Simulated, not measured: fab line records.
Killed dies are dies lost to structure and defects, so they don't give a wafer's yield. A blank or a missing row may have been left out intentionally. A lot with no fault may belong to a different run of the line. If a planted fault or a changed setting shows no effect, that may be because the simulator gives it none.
The same fault as seen by 2 desks / flow n5_finfet / only its own numbers are on each desk; what lay behind them is given at the end

== THE DEFECT DESK ==
For each lot, the counts of the inspections along the route, averaged over the sampled wafers that have a number. Marked OUT: a lot whose mean sits more than 4 standard deviations from the usual mean, which makes it out of limits; the brackets give that distance.
Columns: A = raw_defect_count at N5_BEOL_M11_INSPECT_58, usual 70; B = raw_defect_count at N5_BEOL_M12_INSPECT_12, usual 2.1
lot=L276; first seen here=day 13 14:34; A=114; B=1.7
lot=L281; first seen here=day 15 06:29; A=218 (+5.5) OUT; B=92.0 (+69) OUT
lot=L288; first seen here=day 16 06:18; A=57; B=2.7
lot=L291; first seen here=day 16 21:42; A=41; B=2.0
lot=L295; first seen here=day 18 09:53; A=67; B=1.7
lot=L294; first seen here=day 18 18:41; A=82; B=1.7
lot=L299; first seen here=day 19 04:30; A=42; B=1.7
lot=L298; first seen here=day 19 05:47; A=55; B=2.3
lot=L297; first seen here=day 20 14:31; A=96; B=2.3
Finding of this desk: L281 out of limits; the first was L281 at day 15 06:29, on raw_defect_count at N5_BEOL_M11_INSPECT_58. In limits: L276, L288, L291, L295, L294, L299, L298, L297.

== THE TOOL OWNER'S DESK: cmp-03 ==
The tool's own readings at N5_BEOL_M11_CMP_52 (polishes, stops on SiCOH lowk, t overpolish 7 s, target thk 140 nm): means of the sampled wafers that have a number, for each lot that ran on this tool. Marked OUT: a lot whose mean sits more than 4 standard deviations from the usual mean, which makes it out of limits; the brackets give that distance.
Columns: A = barrier_field_endpoint_s at N5_BEOL_M11_CMP_52, usual 29.4 s; B = edge_zone_pressure_frac at N5_BEOL_M11_CMP_52, usual 1.000; C = motor_current_A at N5_BEOL_M11_CMP_52, usual 6.1 A; D = overpolish_run_s at N5_BEOL_M11_CMP_52, usual 6.999 s; E = platen_rpm at N5_BEOL_M11_CMP_52, usual 50.00 rpm; F = time_to_endpoint_s at N5_BEOL_M11_CMP_52, usual 68 s
lot=L281; first seen here=day 15 06:02; A=29.9; B=0.996; C=5.6; D=7.006; E=49.99; F=70
lot=L294; first seen here=day 18 18:15; A=30.7; B=1.001; C=5.8; D=6.996; E=50.01; F=72
lot=L299; first seen here=day 19 04:03; A=29.2; B=1.000; C=5.8; D=7.003; E=50.00; F=72
lot=L297; first seen here=day 20 14:04; A=29.3; B=0.997; C=5.6; D=7.003; E=49.99; F=71
This desk's finding: nothing out of limits on any of the 4 lots.

== PUT TOGETHER ==
The defect desk could have raised an alarm at day 15 06:29, on L281.
Nothing out of limits was seen by the tool owner's desk.
Tool owner's desk: L281 on record, inside its limits.
The lots listed all ran N5_BEOL_M11_CMP_52 on cmp-03.

== WHAT HAD BEEN PUT IN BY THE SIMULATOR ==
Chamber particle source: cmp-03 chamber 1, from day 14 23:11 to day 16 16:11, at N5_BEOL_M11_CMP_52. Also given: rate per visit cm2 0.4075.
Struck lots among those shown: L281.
Hours from the fault's start to each desk's first reading out of limits: the defect desk, 7.
